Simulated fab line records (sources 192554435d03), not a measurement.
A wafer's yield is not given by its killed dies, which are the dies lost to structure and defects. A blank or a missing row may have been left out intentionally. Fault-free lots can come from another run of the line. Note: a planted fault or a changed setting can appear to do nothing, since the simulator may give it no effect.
Struck lot and sound lot, side by side | flow n5Finfet | 16 steps out of a route of 1938
Sound: wafers L600.1, L600.4, L600.5. Wafers struck: L603.1, L603.6. Last of all comes the cause.
Order at every step that has rows: each side's tool, ch and its chambers, its first start. Under that, the readings that differ: sound wafers | struck wafers | difference of the means | sigmas: that difference in standard deviations of wafers without a fault.
alike: words and numbers the same on both sides, and readings whose means are apart by under 2 such deviations; not compared: readings that were withheld, readings missing a value for some wafer, numbers with overlapping values and no deviation given by the record, and bounds like >300 which may hide the same value.
A row with sigmas, a row that says differs or no value, or rows on one side alone: a step with any of these is where the two part. When numbers do not overlap yet have no deviation, they are printed without sigmas and do not part them. A reading that every wafer of one side lacks parts them only if that side has two wafers or more.

N5_HKMG_FIN_STRIP_89: strips SOC in N2/H2, time 20 s.
  sound on rieDiel-06 ch 0,1,3, day 4 22:24; struck on rieDiel-04 ch 2,3, day 6 05:10
  alike: drypumpMotorCurrentA, oesProductAu, rfVppV, showerheadPlenumPTorr, throttleValvePct
  not compared: rfHoursCounterH
then, 1 step without rows for these wafers: N5_HKMG_FIN_WET_ETCH_87 (etches TiN in SC1, time 154.2 s, target depth 4.7 nm, rinse time 30 s).
N5_HKMG_FIN_STRIP_88: strips in N2/H2, time 360 s.
  sound on plasmaAsher-02 ch 0,1, day 4 22:35; struck on plasmaAsher-01 ch 0, day 6 05:21
  alike: drypumpMotorCurrentA, heaterPowerW
  not compared: rfHoursCounterH
then, 1 step without rows for these wafers: N5_HKMG_FIN_NWFM_ALD_20 (deposits TiAlC, target thk 2 nm, pulse time 3 s, purge time 2 s).
N5_HKMG_FIN_ALD_71: deposits TiN, target thk 1 nm, pulse time 1 s, purge time 3 s.
  sound on aldMetal-01 ch 0,1,3, day 4 23:04; struck on aldMetal-02 ch 2,3, day 6 05:50
reading                    | sound             | struck      | difference | sigmas
chamberPressureTorr (Torr) | 3.004 3.001 3.007 | 2.989 2.988 | -0.015     | -2
  alike: heaterPowerW, precursorPulseHeightRel
  not compared: aldCycles
then, 4 steps without rows for these wafers: N5_HKMG_FIN_COAT_66 (time 60 s, resist thk 300 nm); N5_HKMG_FIN_ETCH_67 (etches SOC in N2/H2, stops on TiN, target depth 388.9 nm); N5_HKMG_FIN_STRIP_90 (strips SOC in N2/H2, time 20 s); N5_HKMG_FIN_WET_ETCH_73 (etches the open film in SC1, time 42.3 s, target depth 1.3 nm, rinse time 30 s).
N5_HKMG_FIN_ETCHBACK_68: etches the open film in Cl2/Ar, stops on HfO2, target depth 0.5 nm.
  sound on rieMetal-02 ch 1, day 4 23:40; struck on rieMetal-01 ch 0,1, day 6 06:29
  alike: biasW, drypumpMotorCurrentA, oesProductAu, throttleValvePct
  not compared: rfHoursCounterH
N5_HKMG_FIN_STRIP_69: strips in N2/H2, time 360 s.
  sound on plasmaAsher-01 ch 0,1, day 4 23:48; struck on plasmaAsher-01 ch 0,1, day 6 06:38
  alike: drypumpMotorCurrentA, heaterPowerW
  not compared: rfHoursCounterH
then, 1 step without rows for these wafers: N5_HKMG_FIN_ALD_21 (deposits TiN, target thk 1.5 nm, pulse time 1 s, purge time 3 s).
N5_HKMG_FIN_ALD_72: deposits W, target thk 2 nm, pulse time 1 s, purge time 2 s.
  sound on cvdW-01 ch 0,1, day 5 00:32; struck on cvdW-01 ch 0, day 6 07:23
reading                               | sound     | struck  | difference | sigmas
aldCycles                             | 7 7 7     | 5 5     | -2         | 
model.W_of_HKMG_FIN_ALD_72.thkNm (nm) | 2.2 2 2.2 | 1.4 1.4 | -0.7       | 
  alike: chamberPressureTorr, heaterPowerW, precursorPulseHeightRel
then, 1 step without rows for these wafers: N5_HKMG_FIN_W_FILL_22 (material W, target thk 60 nm, time 18.2 s).
-- the record jumps here: 4 days lie between the struck wafers' starts before and after (it left off in module HKMG_FIN and takes up again in module BEOL_M4, whose first step shown is number 1111 of the route) --
N5_BEOL_M4_RC_MEAS_101:
  sound on prober-01 ch 0, day 8 21:04; struck on prober-02 ch 0, day 9 22:00
  alike: DIBL_N, DIBL_P, IOFF_N, IOFF_P, ION_N, ION_P, SS_N, SS_P, VT_N, VT_P
-- record jumps: 4 days separate the struck wafers' starts on either side; left off in module BEOL_M4, taken up again in module PASSIVATION, whose first shown step is the route's number 1936 --
N5_PASSIVATION_PROBE_49:
  rows exist in the record for the struck wafers here (prober-02, day 14 01:51), but not for the sound ones

## WHERE THEY PART
Last at N5_PASSIVATION_PROBE_49 as far as this record goes, first at N5_HKMG_FIN_ALD_71.

WHY: whatever the simulator had introduced
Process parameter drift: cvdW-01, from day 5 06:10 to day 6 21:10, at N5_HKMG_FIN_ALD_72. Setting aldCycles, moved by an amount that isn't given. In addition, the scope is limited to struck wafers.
